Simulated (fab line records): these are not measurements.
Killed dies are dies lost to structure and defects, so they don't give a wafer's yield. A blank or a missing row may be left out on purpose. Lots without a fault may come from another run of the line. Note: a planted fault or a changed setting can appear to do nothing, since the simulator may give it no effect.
fab line records    flow n5_finfet    part 2 of 2: steps 22 to 28 of 28
record: lots: 5  wafers: 15  last_day: 17
route steps=1938 shown BEOL_M1@796
lots that met no fault: taken from a fault-free run of the same line
start_h: start of the lot's first displayed wafer, in hours after the record's first day    wait_h: hours from the lot's prior step to this one    " same as the row above    L1.1+2: a row that stands for several wafers    - either no value or no given start    * or withheld: withheld    < > ~ a bound
route shown NAME@n: a module of which the file shows steps, and the number in the route of the first    usual: average and standard deviation across the fault-free wafers    same: alike in all rows    chamber/n: place in a boat    sites: each site's reading    _std_site: the values' standard deviation    _edge_site: mean of outer sites minus mean of inner sites    radius_mm: for every site, how far away it sits from the centre of the wafer    mask NAME#n: copy n    behind: the most recent tool/chamber to have shaped the wafer    hold: why the lot was held/for how many hours/how that ended    device: which transistor (n, p or np) failed to switch    end of line: tests of these same wafers at the route's end    a step given without rows: its recipe and nothing more    killed: at the first sort, the dies lost to defects and structure; wafer yield is something else    map: dies across one wafer; x = killed, . = not, _ = none there
set.NAME: setting as actually run; set.NAME@STEP: the setting as run at that earlier step    model.NAME: the simulator's own value behind a step, which no gauge read
lots at some steps of the route; a table a step, a row a wafer
services: from which hour (start_h, from the record's first day; less than 0 if before it) a tool's chamber was out of use, for how many hours, and why
== steps ==
step: N5_BEOL_M1_ANNEAL_80
recipe: temp_c: 400  time_s: 240  ambient: vacuum
usual: heater_power_w: 804/100  susceptor_temp_C: 400.00/0.23
lot.wafer  tool            chamber  start_h  wait_h  heater_power_w  susceptor_temp_C
L079.2     pvd_sputter-01  -        155.95   0.0     854             400.18
L079.3     "               -        "        "       775             400.22
L079.6     "               -        "        "       857             400.17
L083.3     pvd_sputter-01  -        185.09   0.0     840             400.19
L083.4     "               -        "        "       818             399.61
L083.5     "               -        "        "       789             399.98
L086.1     pvd_sputter-03  -        207.63   0.0     863             399.87
L086.2     "               -        "        "       683             400.19
L086.4     "               -        "        "       679             399.99
L088.2     pvd_sputter-02  -        211.24   0.0     923             400.13
L088.3     "               -        "        "       708             399.80
L088.6     "               -        "        "       719             399.89
L097.2     pvd_sputter-01  -        272.56   0.0     850             400.00
L097.3     "               -        "        "       789             399.87
L097.5     "               -        "        "       825             400.22
step: N5_BEOL_M1_SPUTTER_81
recipe: material: Cu  target_thk_a: 45  temp_c: -20  chamber_pressure_pa: 0.07  power_w: withheld  time_s: 8.29
usual: chamber_pressure_pa: 0.07001/0.00015  chuck_gas_flow_sccm: 1.27/0.051  susceptor_temp_C: -19.99/0.11  throttle_valve_pct: 30.1/0.66
lot.wafer  tool            chamber  start_h  wait_h  chamber_pressure_pa  chuck_gas_flow_sccm  susceptor_temp_C  throttle_valve_pct
L079.2     pvd_sputter-01  -        156.09   0.1     0.06996              1.34                 -19.99            30.2
L079.3     "               -        "        "       0.06981              1.34                 -19.85            30.6
L079.6     "               -        "        "       0.07008              1.37                 -19.99            30.0
L083.3     pvd_sputter-01  -        185.23   0.1     0.06994              1.33                 -20.12            29.8
L083.4     "               -        "        "       0.07014              1.25                 -20.11            30.6
L083.5     "               -        "        "       0.0699               1.33                 -19.94            30.4
L086.1     pvd_sputter-03  -        207.77   0.1     0.06995              1.24                 -19.93            28.9
L086.2     "               -        "        "       0.07011              1.33                 -19.96            29.9
L086.4     "               -        "        "       0.06988              1.31                 -20.08            30.6
L088.2     pvd_sputter-02  -        211.38   0.1     0.06981              1.26                 -20.02            29.3
L088.3     "               -        "        "       0.07007              1.24                 -20.08            30.8
L088.6     "               -        "        "       0.06988              1.31                 -20.10            30.7
L097.2     pvd_sputter-01  -        272.70   0.1     0.07007              1.41                 -19.85            30.2
L097.3     "               -        "        "       0.07016              1.33                 -20.19            30.7
L097.5     "               -        "        "       0.07006              1.27                 -19.98            30.4
step: N5_BEOL_M1_ANNEAL_82
recipe: temp_c: 400  time_s: 240  ambient: vacuum
usual: heater_power_w: 806/100  susceptor_temp_C: 399.99/0.24
lot.wafer  tool            chamber  start_h  wait_h  heater_power_w  susceptor_temp_C
L079.2     pvd_sputter-01  -        156.17   0.0     845             400.28
L079.3     "               -        "        "       798             399.70
L079.6     "               -        "        "       860             400.17
L083.3     pvd_sputter-01  -        185.31   0.0     834             400.07
L083.4     "               -        "        "       799             400.22
L083.5     "               -        "        "       789             399.86
L086.1     pvd_sputter-03  -        207.85   0.0     845             400.04
L086.2     "               -        "        "       674             400.00
L086.4     "               -        "        "       697             399.89
L088.2     pvd_sputter-02  -        211.46   0.0     938             399.78
L088.3     "               -        "        "       709             400.40
L088.6     "               -        "        "       719             399.92
L097.2     pvd_sputter-01  -        272.78   0.0     842             400.08
L097.3     "               -        "        "       778             399.64
L097.5     "               -        "        "       785             399.87
step: N5_BEOL_M1_SPUTTER_86
recipe: material: Cu  target_thk_a: 45  temp_c: -20  chamber_pressure_pa: 0.07  power_w: withheld  time_s: 8.29
usual: chamber_pressure_pa: 0.07001/0.00014  chuck_gas_flow_sccm: 1.28/0.055  susceptor_temp_C: -20.00/0.099  throttle_valve_pct: 30.1/0.64
lot.wafer  tool            chamber  start_h  wait_h  chamber_pressure_pa  chuck_gas_flow_sccm  susceptor_temp_C  throttle_valve_pct
L079.2     pvd_sputter-01  -        156.31   0.1     0.07009              1.37                 -19.93            30.1
L079.3     "               -        "        "       0.06998              1.32                 -19.94            30.2
L079.6     "               -        "        "       0.07012              1.24                 -20.07            29.9
L083.3     pvd_sputter-01  -        185.45   0.1     0.06991              1.27                 -20.00            30.1
L083.4     "               -        "        "       0.06979              1.37                 -20.09            30.4
L083.5     "               -        "        "       0.07014              1.32                 -20.12            30.5
L086.1     pvd_sputter-03  -        207.99   0.1     0.07021              1.30                 -20.09            28.6
L086.2     "               -        "        "       0.06989              1.32                 -19.99            30.0
L086.4     "               -        "        "       0.07004              1.35                 -20.03            30.7
L088.2     pvd_sputter-02  -        211.60   0.1     0.06994              1.22                 -20.00            29.1
L088.3     "               -        "        "       0.06999              1.20                 -19.82            30.9
L088.6     "               -        "        "       0.07008              1.24                 -19.78            30.8
L097.2     pvd_sputter-01  -        272.92   0.1     0.06963              1.32                 -19.95            30.0
L097.3     "               -        "        "       0.0702               1.23                 -20.14            30.3
L097.5     "               -        "        "       0.06994              1.32                 -20.05            30.7
step: N5_BEOL_M1_ANNEAL_87
recipe: temp_c: 400  time_s: 240  ambient: vacuum
usual: heater_power_w: 803/100  susceptor_temp_C: 399.98/0.23
lot.wafer  tool            chamber  start_h  wait_h  heater_power_w  susceptor_temp_C
L079.2     pvd_sputter-01  -        156.39   0.0     845             399.87
L079.3     "               -        "        "       785             399.83
L079.6     "               -        "        "       858             399.89
L083.3     pvd_sputter-01  -        185.53   0.0     875             400.13
L083.4     "               -        "        "       819             400.14
L083.5     "               -        "        "       816             399.74
L086.1     pvd_sputter-03  -        208.07   0.0     843             399.76
L086.2     "               -        "        "       669             399.97
L086.4     "               -        "        "       702             400.21
L088.2     pvd_sputter-02  -        211.68   0.0     932             399.83
L088.3     "               -        "        "       719             400.03
L088.6     "               -        "        "       741             400.19
L097.2     pvd_sputter-01  -        273.00   0.0     870             400.06
L097.3     "               -        "        "       796             400.31
L097.5     "               -        "        "       793             400.23
step: N5_BEOL_M1_SPUTTER_88
recipe: material: Cu  target_thk_a: 45  temp_c: -20  chamber_pressure_pa: 0.07  power_w: withheld  time_s: 8.29
usual: chamber_pressure_pa: 0.07/0.00014  chuck_gas_flow_sccm: 1.28/0.049  susceptor_temp_C: -19.99/0.12  throttle_valve_pct: 30.1/0.66
lot.wafer  tool            chamber  start_h  wait_h  chamber_pressure_pa  chuck_gas_flow_sccm  susceptor_temp_C  throttle_valve_pct
L079.2     pvd_sputter-01  -        156.53   0.1     0.06981              1.27                 -20.12            30.0
L079.3     "               -        "        "       0.06994              1.19                 -19.92            30.7
L079.6     "               -        "        "       0.06995              1.29                 -20.11            30.2
L083.3     pvd_sputter-01  -        185.67   0.1     0.06978              1.29                 -20.01            30.2
L083.4     "               -        "        "       0.06988              1.30                 -19.82            30.9
L083.5     "               -        "        "       0.06987              1.32                 -19.86            30.8
L086.1     pvd_sputter-03  -        208.21   0.1     0.06991              1.38                 -19.86            28.6
L086.2     "               -        "        "       0.06974              1.29                 -20.13            30.1
L086.4     "               -        "        "       0.07008              1.27                 -19.82            30.8
L088.2     pvd_sputter-02  -        211.82   0.1     0.07009              1.31                 -20.19            29.3
L088.3     "               -        "        "       0.06996              1.26                 -20.15            31.2
L088.6     "               -        "        "       0.06988              1.24                 -19.95            30.7
L097.2     pvd_sputter-01  -        273.14   0.1     0.07009              1.28                 -19.85            30.0
L097.3     "               -        "        "       0.06992              1.26                 -20.14            30.2
L097.5     "               -        "        "       0.07011              1.38                 -20.12            30.7
step: N5_BEOL_M1_ANNEAL_89
recipe: temp_c: 400  time_s: 240  ambient: vacuum
usual: heater_power_w: 803/100  susceptor_temp_C: 399.98/0.25
lot.wafer  tool            chamber  start_h  wait_h  heater_power_w  susceptor_temp_C
L079.2     pvd_sputter-01  -        156.61   0.0     851             400.03
L079.3     "               -        "        "       809             399.56
L079.6     "               -        "        "       868             400.19
L083.3     pvd_sputter-01  -        185.75   0.0     852             399.87
L083.4     "               -        "        "       795             399.79
L083.5     "               -        "        "       781             399.68
L086.1     pvd_sputter-03  -        208.29   0.0     849             400.26
L086.2     "               -        "        "       674             399.96
L086.4     "               -        "        "       720             400.04
L088.2     pvd_sputter-02  -        211.90   0.0     940             400.07
L088.3     "               -        "        "       712             399.79
L088.6     "               -        "        "       713             399.67
L097.2     pvd_sputter-01  -        273.22   0.0     847             400.63
L097.3     "               -        "        "       777             400.04
L097.5     "               -        "        "       796             399.89
== services ==
tool            chamber  start_h  hours  kind
ald_metal-04    1        148.48   2.5    repair
cvd_co-02       -        150.86   0.7    repair
pvd_sputter-01  -        151.43   3.4    repair
ald_metal-01    0        152.00   28.8   repair
rie_diel-01     3        154.67   14.1   repair
rie_diel-04     3        176.15   -      clean
rie_diel-04     3        176.15   -      consumable_replace:focus_ring
rie_diel-04     3        176.15   -      consumable_replace:showerhead
rie_diel-04     3        176.15   12.3   scheduled_down
rie_diel-04     3        176.15   12.3   vent_cycle
ald_metal-01    -        190.92   8.7    pm
rie_diel-04     0        202.29   6.5    repair
ald_metal-01    -        202.60   1.7    repair
ald_metal-01    2        210.73   4.0    repair
wet_bench-04    -        227.34   4.4    pm
rie_diel-04     2        233.69   4.1    repair
ald_metal-01    2        242.19   2.9    repair
ald_metal-04    -        242.66   2.8    pm
rie_diel-04     2        252.40   19.3   repair
